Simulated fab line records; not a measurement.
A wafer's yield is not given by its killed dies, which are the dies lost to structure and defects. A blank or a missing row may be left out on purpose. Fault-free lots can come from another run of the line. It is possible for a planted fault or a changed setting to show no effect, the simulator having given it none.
A lot that was struck, set against a sound lot :: flow n5Finfet :: 16 out of 1938 route steps
Sound: these wafers, L659.3, L659.5, L659.6. Struck: wafer L664.3 (left out: L664.1, L664.2 of the same lot, which were not struck); the cause appears at the end.
Each step with rows lists, per side, the tool, then ch with its chambers, then its first start. Under that, the readings that differ: sound wafers :: struck wafers :: difference of the means :: sigmas: that difference in standard deviations of wafers without a fault.
alike: same words and numbers on both sides, and readings whose means sit less than 2 such deviations apart. not compared: any withheld reading, any reading some wafer has no value for, any bound like >300 that may hide the same value, and any number with overlapping values for which the record gives no deviation.
Wherever a step has rows on one side only, a row that says differs or no value, or a row with sigmas, the two part there. Numbers that don't overlap but have no deviation are shown without sigmas and don't part them. A reading missing from all wafers of one side parts the sides only when that side holds two or more wafers.

N5_BEOL_M0_SAQP_INSPECT_16: inspects for defects (brightfield).
  sound: defectInspect-02 at day 9 03:14; struck: defectInspect-02 at day 10 02:03
  alike: rawDefectCount
then, 1 step without rows for these wafers: N5_BEOL_M0_SAQP_DESCUM_19 (chemistry O2, time 7.9 s).
N5_BEOL_M0_SAQP_ETCH_83: etches SiARC in CF4, target depth 39 nm, time 65 s.
  sound on rieDiel-06 ch 0,1,2, day 9 03:18; struck on rieDiel-04 ch 2, day 10 02:07
  alike: drypumpMotorCurrentA, etchRfOnTimeS, oesProductAu, rfVppV, showerheadPlenumPTorr, throttleValvePct
  not compared: rfHoursCounterH
N5_BEOL_M0_SAQP_ETCH_84: etches SOC in N2/H2, target depth 100 nm, overetch 20 nm, time 150 s.
  sound on rieDiel-06 ch 0,1,2, day 9 03:21; struck on rieDiel-04 ch 2, day 10 02:10
  alike: drypumpMotorCurrentA, oesProductAu, rfVppV, showerheadPlenumPTorr, tempC, throttleValvePct
  not compared: rfHoursCounterH
then, 3 steps without rows for these wafers: N5_BEOL_M0_SAQP_STRIP_80 (strips in N2/H2); N5_BEOL_M0_SAQP_HM_OPEN_112 (chemistry CHF3/O2, target SiO2, stops on a-Si, target depth 12 nm, time 13.5 s); N5_BEOL_M0_SAQP_STRIP_113 (strips in CHF3/O2).
N5_BEOL_M0_SAQP_MANDREL_ETCH_20: etches a-Si in HBr/Cl2, stops on SiNx, target depth 60 nm, bt time 10 s, time 30 s.
  sound on rieSi-03 ch 0,1, day 9 03:32; struck on rieSi-04 ch 0, day 10 02:22
reading: oesProductAu (a.u.)
sound: 0.782 0.781 0.800
struck: 0.742
difference: -0.046
sigmas: -4
  alike: drypumpMotorCurrentA, throttleValvePct
  not compared: rfHoursCounterH
then, 3 steps without rows for these wafers: N5_BEOL_M0_SAQP_STRIP_86 (strips in N2/H2); N5_BEOL_M0_SAQP_STRIP_115 (strips in post etch residue remover, time 60 s); N5_BEOL_M0_SAQP_SRD_93 (time 30 s).
N5_BEOL_M0_SAQP_RECESS_114: chemistry HF/NH3, target SiO2, target depth 14.4 nm, afs cycles 3, sublimation time 60 s.
  sound on vaporEtch-01 ch 0,1, day 9 03:53; struck on vaporEtch-01 ch 0, day 10 02:35
reading: tempC (C)
sound: 30.05 30.09 30.10
struck: 29.81
difference: -0.27
sigmas: -3
  alike: drypumpMotorCurrentA, sublimationTempC
N5_BEOL_M0_SAQP_SPACER1_ALD_98: deposits SiO2, target thk 12.8 nm, pulse time 1 s, purge time 2 s.
  sound on aldSin-01 ch 0,2,3, day 9 04:09; struck on aldSin-04 ch 3, day 10 02:59
reading: susceptorTempC (C)
sound: 300.18 299.86 299.92
struck: 311.31
difference: +11.32
sigmas: +60
  alike: chamberPressureTorr, heaterPowerW, precursorPulseHeightRel
  not compared: sinceWetCleanH
N5_BEOL_M0_SAQP_SPACER1_ETCHBACK_99: etches SiO2 in CHF3/O2, target depth 15.4 nm, time 7.7 s.
  sound on rieDiel-04 ch 0,2, day 9 04:38; struck on rieDiel-06 ch 1, day 10 03:27
reading: oesProductAu (a.u.)
sound: 0.89 0.87 0.90
struck: 0.68
difference: -0.21
sigmas: -2
  alike: drypumpMotorCurrentA, rfVppV, showerheadPlenumPTorr, throttleValvePct
  not compared: rfHoursCounterH
-- a jump in the record: the struck wafers' starts before and after are 3 days apart (it breaks off in module BEOL_M0_SAQP and resumes in module BEOL_M4, where the first step shown is number 1111 of the route) --
N5_BEOL_M4_RC_MEAS_101:
  sound on prober-02 ch 0, day 11 08:37; struck on prober-02 ch 0, day 12 16:16
  alike: DIBL_N, DIBL_P, IOFF_N, IOFF_P, ION_N, ION_P, SS_N, SS_P, VT_N, VT_P
-- the record jumps here: 4 days lie between the struck wafers' starts before and after (it left off in module BEOL_M4 and takes up again in module PASSIVATION, whose first step shown is number 1936 of the route) --
N5_PASSIVATION_PROBE_49:
  sound: prober-01 at day 16 09:07; struck: prober-01 at day 17 01:01
  alike: defectLimitedYield, killed_at_M0_to_M3, killed_at_M4_up, killedAtContacts, killedAtFrontEnd, killedAtOther, killedDies, killedOpen, killedShort, sort_bin_5_function, sort_bin_6_memory, sortNPass, sortYieldPct

## WHERE THEY PART
First at N5_BEOL_M0_SAQP_MANDREL_ETCH_20; last, within this record, at N5_BEOL_M0_SAQP_SPACER1_ETCHBACK_99. Later steps at which nothing parts them and some readings are alike: N5_BEOL_M4_RC_MEAS_101, N5_PASSIVATION_PROBE_49.

WHY: the cause the simulator had injected
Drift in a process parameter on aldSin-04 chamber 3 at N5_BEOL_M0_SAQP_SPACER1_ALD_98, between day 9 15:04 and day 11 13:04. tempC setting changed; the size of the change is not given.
